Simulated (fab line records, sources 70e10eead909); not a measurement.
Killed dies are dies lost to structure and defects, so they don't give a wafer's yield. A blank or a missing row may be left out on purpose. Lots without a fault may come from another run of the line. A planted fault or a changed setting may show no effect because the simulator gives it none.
fab line records | flow nand_harc
record lots=13 wafers=39 last_day=24
route steps=1159 shown A_SLIT@792 A_WL_FILL@809 END@1159
lots that met no fault: from a run of the same line without faults
start_h: hours from the record's first day to the start of the lot's first wafer shown | wait_h: hours since the lot's step before | " the same as in the row above | L1.1+2: a row that stands for several wafers | - no value, or no start given | * or withheld: withheld | < > ~ a bound
route shown NAME@n: a module of which the file shows steps, and the number in the route of the first | usual: mean/standard deviation of fault-free wafers | same: alike in all rows | chamber/n: place in a boat | sites: the reading at each site | _std_site: their standard deviation | _edge_site: outer sites' mean less inner sites' | radius_mm: how far each site lies from the wafer's centre | mask NAME#n: copy n | behind: the tool/chamber that last shaped the wafer | hold: why the lot was held/for how many hours/how that ended | device: the transistor (n, p or np) that didn't switch | end of line: the same wafers' tests at the end of the route | a step without rows: its recipe alone | killed: dies lost to structure and defects at the first sort, not the wafer's yield | map: a wafer's dies, x killed, . not, _ none there
set.NAME: the setting as run; set.NAME@STEP: as run at that earlier step | model.NAME: the simulator's own value behind a step, which no gauge read
steps of the route over a sample of lots; a table a step, a row a wafer
services: from which hour (start_h, from the record's first day; less than 0 if before it) a tool's chamber was out of use, for how many hours, and why
## steps
# step NHARC_A_SLIT_INSPECT_11
# usual raw_defect_count=21/9.7
# columns lot.wafer tool chamber start_h wait_h raw_defect_count
L532.2 defect_inspect-01 - 319.67 0.0 7
L532.4 " - " " 7
L532.6 " - " " 9
L534.2 defect_inspect-01 - 327.36 0.0 21
L534.3 " - " " 20
L534.5 " - " " 17
L533.1 defect_inspect-01 - 328.29 0.0 11
L533.3 " - " " 8
L533.6 " - " " 14
L535.1 defect_inspect-01 - 338.54 0.0 14
L535.3 " - " " 10
L535.5 " - " " 4
L540.3 defect_inspect-01 - 375.07 0.0 35
L540.4 " - " " 36
L540.6 " - " " 27
L541.2 defect_inspect-02 - 376.71 0.0 19
L541.3 " - " " 18
L541.4 " - " " 11
L543.1 defect_inspect-01 - 389.38 0.0 18
L543.3 " - " " 8
L543.5 " - " " 20
L544.1 defect_inspect-02 - 397.83 0.0 15
L544.3 " - " " 17
L544.5 " - " " 14
L547.3 defect_inspect-01 - 406.34 0.0 38
L547.4 " - " " 32
L547.5 " - " " 33
L548.1 defect_inspect-02 - 415.89 0.0 34
L548.2 " - " " 35
L548.3 " - " " 28
L552.1 defect_inspect-02 - 429.77 0.0 37
L552.3 " - " " 36
L552.5 " - " " 29
L553.2 defect_inspect-01 - 458.74 0.0 15
L553.3 " - " " 19
L553.4 " - " " 14
L555.2 defect_inspect-01 - 458.89 0.0 16
L555.3 " - " " 19
L555.6 " - " " 20
# step NHARC_A_SLIT_ETCH_26
# recipe bias_v=400 source_w=2000 pressure_mtorr=25 time_s=90 ar_flow_sccm=375 c4f8_flow_sccm=41.7 o2_flow_sccm=83.3 target_depth_a=4000 chemistry=C4F8/O2/Ar
# usual drypump_motor_current_A=5.8/0.48 showerhead_plenum_p_Torr=3.846/0.023 throttle_valve_pct=27.620/0.0092
# columns lot.wafer tool chamber start_h wait_h drypump_motor_current_A rf_hours_counter_h showerhead_plenum_p_Torr throttle_valve_pct
L532.2 har_etch-02 0 322.01 1.0 6.3 175 3.878 27.631
L532.4 " 0 " " 6.4 - 3.878 27.625
L532.6 " 0 " " 6.4 - 3.878 27.632
L534.2 har_etch-01 0 329.71 1.0 5.8 3 3.837 27.624
L534.3 " 1 " " 6.0 - 3.837 27.624
L534.5 " 0 " " 5.8 - 3.837 27.630
L533.1 har_etch-02 1 333.27 1.0 5.2 180 3.875 27.614
L533.3 " 0 " " 6.4 - 3.875 27.622
L533.6 " 1 " " 5.2 - 3.875 27.609
L535.1 har_etch-02 1 340.88 1.0 5.2 182 3.875 27.604
L535.3 " 1 " " 5.2 - 3.874 27.606
L535.5 " 1 " " 5.2 - 3.874 27.611
L540.3 har_etch-02 0 377.47 0.8 6.4 - 3.864 27.617
L540.4 " 1 " " 5.2 - 3.864 27.618
L540.6 " 1 " " 5.2 - 3.865 27.625
L541.2 har_etch-01 1 379.02 1.2 5.9 27 3.823 27.631
L541.3 " 1 " " 6.0 - 3.823 27.620
L541.4 " 0 " " 5.8 - 3.823 27.623
L543.1 har_etch-02 1 395.29 1.2 5.2 207 3.859 27.626
L543.3 " 0 " " 6.4 - 3.859 27.606
L543.5 " 1 " " 5.2 - 3.859 27.608
L544.1 har_etch-02 0 401.36 1.3 6.4 210 3.858 27.603
L544.3 " 0 " " 6.4 - 3.858 27.609
L544.5 " 0 " " 6.4 - 3.858 27.606
L547.4 har_etch-02 0 410.12 0.8 6.4 - 3.856 27.619
L547.3 " 1 " " 5.2 - 3.856 27.620
L547.5 " 1 " " 5.2 - 3.856 27.638
L548.2 har_etch-01 1 419.05 1.3 5.9 50 3.810 27.631
L548.1 " 0 " " 5.8 50 3.810 27.618
L548.3 " 1 " " 5.9 - 3.810 27.620
L552.1 har_etch-01 0 432.10 1.0 5.8 51 3.809 27.613
L552.3 " 1 " " 5.9 - 3.809 27.618
L552.5 " 0 " " 5.8 - 3.809 27.609
L553.2 har_etch-01 1 462.81 1.0 5.9 72 3.797 27.618
L553.3 " 0 " " 5.8 - 3.797 27.621
L553.4 " 1 " " 5.9 - 3.797 27.617
L555.2 har_etch-02 1 463.33 1.0 5.2 233 3.845 27.631
L555.3 " 0 " " 6.4 - 3.845 27.613
L555.6 " 1 " " 5.2 - 3.844 27.619
# step NHARC_A_WL_FILL_ALD_00
# recipe target_thk_a=30 pulse_time_s=3 ald_cycles=30 temp_c=300 material=Al2O3
# usual ald_cycles=30/0 heater_power_outer_w=255/25 heater_power_w=456/40 precursor_pulse_height_rel=0.999/0.017
# columns lot.wafer tool chamber start_h wait_h ald_cycles heater_power_outer_w heater_power_w precursor_pulse_height_rel
L532.2 ald_hk-02 2 331.58 0.7 30 236 437 1.014
L532.4 " 0 " " 30 271 504 1.009
L532.6 " 2 " " 30 242 440 0.989
L534.3 ald_hk-01 0 338.68 0.1 30 214 377 0.953
L534.2 " 1 " " 30 252 471 0.994
L534.5 " 0 " " 30 221 392 1.028
L533.3 ald_hk-01 0 342.31 0.1 30 217 394 0.987
L533.1 " 3 " " 30 233 423 0.997
L533.6 " 0 " " 30 211 393 0.990
L535.3 ald_hk-02 1 349.76 0.1 30 228 441 1.003
L535.1 " 3 " " 30 260 419 0.959
L535.5 " 1 " " 30 234 438 1.000
L540.4 ald_hk-01 0 384.20 0.1 25 218 401 1.015
L540.3 " 1 " " 25 254 449 1.000
L540.6 " 1 " " 25 255 454 0.967
L541.3 ald_hk-04 3 387.94 0.1 30 290 514 0.988
L541.2 " 0 " " 30 253 446 0.997
L541.4 " 1 " " 30 281 469 0.991
L543.1 ald_hk-02 0 404.65 0.5 30 278 516 1.009
L543.3 " 1 " " 30 229 439 0.991
L543.5 " 1 " " 30 227 445 1.018
L544.3 ald_hk-01 2 408.60 0.1 25 292 496 0.978
L544.1 " 3 " " 25 230 436 0.981
L544.5 " 2 " " 25 292 508 1.013
L547.4 ald_hk-04 1 417.50 0.2 30 283 468 1.008
L547.3 " 2 " " 30 260 435 0.994
L547.5 " 2 " " 30 258 424 1.027
L548.3 ald_hk-02 2 427.99 0.1 30 253 445 0.982
L548.2 " 0 " " 30 279 522 1.032
L548.1 " 1 " " 30 231 443 1.012
L552.1 ald_hk-04 1 441.02 0.3 30 279 472 1.005
L552.3 " 2 " " 30 257 428 0.990
L552.5 " 3 " " 30 282 527 1.018
L553.2 ald_hk-01 1 470.59 0.1 30 252 461 0.980
L553.3 " 2 " " 30 315 519 1.003
L553.4 " 0 " " 30 217 386 0.999
L555.3 ald_hk-04 3 470.65 0.1 30 287 529 1.006
L555.2 " 0 " " 30 248 445 0.975
L555.6 " 2 " " 30 257 420 0.984
# step NHARC_A_WL_FILL_CVD_03
# recipe target_thk_a=400 temp_c=300 pressure_torr=40 wf6_flow_sccm=40 h2_flow_sccm=1600 ar_flow_sccm=1560 time_s=3302 material=W
# usual heater_power_outer_w=303/33 heater_power_w=516/38 mfc_h2_sccm=1601/4.8 mfc_wf6_sccm=40.00/0.12 throttle_valve_pct=8.06/0.22
# columns lot.wafer tool chamber start_h wait_h heater_power_outer_w heater_power_w mfc_h2_sccm mfc_wf6_sccm throttle_valve_pct
L532.2 cvd_w-02 1 333.93 1.4 294 506 1601 40.02 8.08
L532.4 " 1 " " 296 518 1608 39.99 7.82
L532.6 " 0 " " 233 442 1606 40.03 8.16
L534.2 cvd_w-01 1 345.31 5.6 331 546 1599 40.00 7.85
L534.3 " 1 " " 323 560 1596 39.83 7.59
L534.5 " 0 " " 316 515 1609 40.05 8.32
L533.1 cvd_w-02 0 345.48 2.3 234 446 1608 40.15 7.96
L533.3 " 1 346.89 3.7 306 517 1611 40.08 7.71
L533.6 " 1 " " 308 505 1604 40.10 7.82
L535.1 cvd_w-02 1 351.19 0.5 300 498 1604 40.06 8.04
L535.3 " 0 " " 237 437 1601 39.95 8.27
L535.5 " 1 353.06 2.4 310 499 1598 40.08 8.03
L540.4 cvd_w-01 0 389.85 4.8 312 512 1599 39.94 8.07
L540.3 " 1 " " 337 571 1602 39.85 7.79
L540.6 " 0 " " 325 530 1594 40.07 8.14
L541.2 cvd_w-02 0 393.01 4.2 249 471 1604 40.01 7.96
L541.3 " 0 " " 248 459 1607 40.20 7.91
L541.4 " 1 " " 305 532 1603 39.82 7.68
L543.1 cvd_w-01 0 405.57 0.1 315 522 1598 39.85 8.36
L543.3 " 0 " " 309 507 1593 39.95 8.31
L543.5 " 0 " " 317 511 1598 40.02 8.38
L544.1 cvd_w-01 1 413.22 3.6 337 548 1600 40.02 7.87
L544.3 " 0 " " 310 517 1604 39.98 8.10
L544.5 " 1 415.10 5.5 341 561 1600 40.07 7.98
L547.3 cvd_w-02 0 419.39 1.0 252 456 1605 40.10 8.07
L547.4 " 1 " " 301 525 1604 40.16 7.76
L547.5 " 1 " " 307 527 1599 39.86 8.03
L548.1 cvd_w-01 1 428.91 0.1 336 570 1603 40.17 7.89
L548.2 " 0 " " 316 520 1605 40.09 8.41
L548.3 " 0 " " 323 521 1592 40.01 8.29
L552.1 cvd_w-01 0 446.43 4.6 311 535 1604 40.30 8.40
L552.3 " 0 " " 309 513 1597 40.04 8.24
L552.5 " 1 448.79 6.9 334 551 1602 40.00 7.75
L553.2 cvd_w-02 1 471.51 0.1 313 526 1597 39.97 7.80
L553.4 " 1 " " 311 507 1606 40.16 7.84
L553.3 " 0 " " 238 471 1605 39.91 7.92
L555.2 cvd_w-01 1 474.80 3.2 335 562 1596 40.08 7.72
L555.3 " 1 " " 336 566 1603 40.00 8.35
L555.6 " 0 " " 316 523 1602 40.09 8.38
# step NHARC_END_SORT_01
# recipe temp_c=25
# usual killed_at_array=29/11 killed_at_other=0.6/0.92 killed_at_periphery=3.2/2 killed_dies=33/11 killed_open=3.2/2 killed_short=1.9/1.5
# same gross_dies=677
# columns lot.wafer tool chamber start_h wait_h killed_at_array killed_at_other killed_at_periphery killed_dies killed_open killed_short
L540.3 prober-01 0 494.48 3.1 46 1 5 52 4 4
L540.4 prober-01 0 495.29 3.4 58 2 4 64 10 3
L540.6 prober-01 0 496.91 4.1 43 0 3 46 5 1
L543.1 prober-01 0 500.70 2.5 28 2 3 33 3 0
L543.3 prober-01 0 502.30 3.1 27 0 6 33 5 3
L543.5 prober-01 0 503.89 3.7 36 0 6 42 5 1
L547.5 prober-02 0 522.63 3.7 49 0 4 53 5 4
L552.1 prober-01 0 562.72 2.5 34 2 3 39 2 2
L552.3 prober-01 0 564.35 3.1 29 2 2 33 1 8
L552.5 prober-01 0 565.97 3.7 28 2 2 32 3 1
# killed by level:class
L540.3 A_CHANNEL_HOLE_D1:chamber_film_flake=23 A_SLIT:chamber_film_flake=11 A_CONTACT:chamber_film_flake=3 A_CONTACT:geometric_particle:open=2 P_STI:chamber_film_flake=2 A_ZERO_WELL:chamber_film_flake=2 P_CONTACT:geometric_particle:short=1 A_ONON_D1:geometric_particle:short=1
L540.4 A_CHANNEL_HOLE_D1:chamber_film_flake=25 A_SLIT:chamber_film_flake=15 A_CHANNEL_FILL_D1:chamber_film_flake=4 A_CONTACT:geometric_particle:open=3 A_BLC:geometric_particle:open=2 A_STAIRCASE:chamber_film_flake=2 A_CONTACT:chamber_film_flake=2 THIN_TSV:chamber_film_flake=2
L540.6 A_CHANNEL_HOLE_D1:chamber_film_flake=20 A_SLIT:chamber_film_flake=13 A_CONTACT:chamber_film_flake=3 P_CONTACT:geometric_particle:open=1 A_ONON_D1:geometric_particle:open=1 A_SGD_CUT:geometric_particle:open=1 A_WL_FILL:geometric_particle:short=1 A_WL_FILL:geometric_particle:open=1
L543.1 A_SLIT:chamber_film_flake=11 A_STAIRCASE:chamber_film_flake=7 A_CHANNEL_HOLE_D1:chamber_film_flake=5 A_CONTACT:chamber_film_flake=2 THIN_TSV:chamber_film_flake=2 P_M0:geometric_particle:open=1 A_ONON_D1:geometric_particle:open=1 A_CONTACT:geometric_particle:open=1
L543.3 A_SLIT:chamber_film_flake=11 A_CHANNEL_HOLE_D1:chamber_film_flake=3 A_WL_FILL:chamber_film_flake=3 P_M0:geometric_particle:open=2 P_M0:chamber_film_flake=2 A_STAIRCASE:chamber_film_flake=2 A_CONTACT:chamber_film_flake=2 P_CONTACT:geometric_particle:short=1
L543.5 A_SLIT:chamber_film_flake=18 A_CHANNEL_HOLE_D1:chamber_film_flake=5 A_STAIRCASE:chamber_film_flake=4 A_CONTACT:chamber_film_flake=4 P_M0:chamber_film_flake=2 P_STI:geometric_particle:open=1 P_M0:geometric_particle:open=1 A_ONON_D1:geometric_particle:open=1
L547.5 A_CHANNEL_HOLE_D1:chamber_film_flake=23 A_SLIT:chamber_film_flake=12 A_CONTACT:chamber_film_flake=3 A_CONTACT:geometric_particle:short=2 A_BLC:geometric_particle:open=2 P_STI:chamber_film_flake=2 A_STAIRCASE:chamber_film_flake=2 P_STI:geometric_particle:open=1
L552.1 A_CHANNEL_HOLE_D1:chamber_film_flake=20 A_STAIRCASE:chamber_film_flake=5 A_CONTACT:chamber_film_flake=5 THIN_TSV:chamber_film_flake=2 P_STI:geometric_particle:short=1 A_CHANNEL_FILL_D1:geometric_particle:open=1 A_STAIRCASE:geometric_particle:short=1 A_M0:geometric_particle:open=1
L552.3 A_CHANNEL_HOLE_D1:chamber_film_flake=17 A_STAIRCASE:chamber_film_flake=4 STARTING-WAFER:geometric_particle:short=2 A_CONTACT:chamber_film_flake=2 P_M0:geometric_particle:short=1 A_CHANNEL_FILL_D1:geometric_particle:short=1 A_SGD_CUT:geometric_particle:short=1 A_WL_FILL:geometric_particle:short=1
L552.5 A_CHANNEL_HOLE_D1:chamber_film_flake=18 A_STAIRCASE:chamber_film_flake=3 A_CONTACT:chamber_film_flake=3 P_STI:chamber_film_flake=2 A_CHANNEL_FILL_D1:geometric_particle:short=1 A_CHANNEL_FILL_D1:geometric_particle:open=1 A_M0:geometric_particle:open=1 STARTING-WAFER:geometric_particle:open=1
## services
# columns tool chamber start_h hours kind
cvd_w-01 - 300.41 13.0 pm
cvd_w-01 0 300.41 13.0 vent_cycle
cvd_w-01 1 300.41 13.0 vent_cycle
har_etch-01 - 305.00 17.0 pm
har_etch-01 0 305.00 17.0 vent_cycle
har_etch-01 1 305.00 17.0 vent_cycle
cvd_w-01 0 313.41 - clean
cvd_w-01 1 313.41 - clean
ald_hk-02 - 318.44 13.0 repair
har_etch-01 0 322.00 - clean
har_etch-01 0 322.00 - consumable_replace:focus_ring
har_etch-01 1 322.00 - clean
har_etch-01 1 322.00 - consumable_replace:focus_ring
ald_hk-04 - 371.32 10.0 pm
cvd_w-02 - 379.58 13.0 pm
cvd_w-02 0 379.58 13.0 vent_cycle
cvd_w-02 1 379.58 13.0 vent_cycle
cvd_w-02 0 392.58 - clean
cvd_w-02 1 392.58 - clean
ald_hk-01 - 412.54 10.0 pm
ald_hk-01 0 412.54 10.0 vent_cycle
ald_hk-01 1 412.54 10.0 vent_cycle
har_etch-02 - 446.36 11.7 repair
ald_hk-02 - 458.80 10.0 pm
## key
first_sign step=NHARC_A_WL_FILL_ALD_00 reading=ald_cycles direction=down sigmas=99+ usual=30 struck=25
effect none on later readings
met_at NHARC_A_WL_FILL_ALD_00
struck_lots L540,L544
tester_left_out L540,L544
not_acting_at NHARC_A_SLIT_INSPECT_11,NHARC_A_SLIT_ETCH_26,NHARC_A_WL_FILL_CVD_03
onset_between 342.31 384.20
fault kind=process_parameter_drift tool=ald_hk-01 chamber=- onset_h=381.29 steps=NHARC_A_WL_FILL_ALD_00 channel=ald_cycles offset=-5 shape=step end_h=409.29 acts_in=these_recipes_only stated=30
# tester_left_out: of these lots the tester's yield and bins aren't shown, on N5 and GAA mostly nor the transistor test; their killed dies are dies lost to structure and defects alone, not to doping, threshold or leakage, so they don't give the yield
